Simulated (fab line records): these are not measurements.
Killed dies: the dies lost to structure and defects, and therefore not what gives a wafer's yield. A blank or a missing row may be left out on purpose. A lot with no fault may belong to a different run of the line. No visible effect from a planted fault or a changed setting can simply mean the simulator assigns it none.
Chamber matching	flow n5Finfet	rieDiel-01 running N5_BEOL_M8_ETCH_62: 4 sister chambers
The step etches SOC in N2/H2, target depth 110 nm, overetch 22 nm, time 165 s. 14 wafers are shown with their chamber, then 7 later ones without.

== WAFERS WITH THEIR CHAMBER ==
wafer	chamber	showerheadPlenumPTorr (Torr)	throttleValvePct (%)	drypumpMotorCurrentA (A)
L078.1	2	2.56	17.30	6.5
L078.3	1	2.53	17.85	5.1
L078.4	3	2.51	17.70	5.2
L080.2	3	2.51	17.68	5.3
L080.3	0	2.45	17.94	4.9
L080.6	0	2.45	17.93	4.9
L081.3	2	2.55	17.29	6.4
L081.5	1	2.53	17.86	5.1
L081.6	2	2.55	17.30	6.4
L083.4	0	2.45	17.95	4.9
L083.5	1	2.53	17.85	5.1
L083.6	2	2.55	17.31	6.4
L088.2	1	2.53	17.85	5.1
L088.4	3	2.51	17.72	5.2

SIGNATURES, as means of the wafers listed above
reading	chamber 0	chamber 1	chamber 2	chamber 3	scatter within a chamber
showerheadPlenumPTorr	2.4500	2.5300	2.5525	2.5100	0.00274
throttleValvePct	17.9400	17.8525	17.3000	17.7000	0.0113
drypumpMotorCurrentA	4.900	5.100	6.425	5.233	0.0376
Rule: distance of a wafer from a chamber = root of the sum over the readings of ((wafer's reading minus chamber's mean) / reading's scatter) squared. If the next closest chamber is less than 2 further off than the closest, the wafer can't be placed; otherwise it belongs to the closest. The scatter: take each reading less its chamber's mean, square it, sum over the shown wafers, divide by the number of wafers less the number of chambers, and take the root.

== WAFERS MISSING THEIR CHAMBER ==
wafer	showerheadPlenumPTorr (Torr)	throttleValvePct (%)	drypumpMotorCurrentA (A)
L088.5	2.51	17.71	5.2
L092.2	2.50	17.75	5.3
L092.3	2.52	17.90	5.1
L092.6	2.54	17.35	6.4
L096.1	2.43	18.01	4.9
L096.2	2.51	17.91	5.1
L096.5	2.43	17.99	4.9

== THE CHAMBER EACH PASSED THROUGH ==
wafer	from the rows above	in truth
L088.5	3	3
L092.2	3	3
L092.3	1	1
L092.6	2	2
L096.1	0	0
L096.2	1	1
L096.5	0	0
Placed correctly: 7 of 7. Left unplaced by these rows: 0. Wrongly placed: 0.
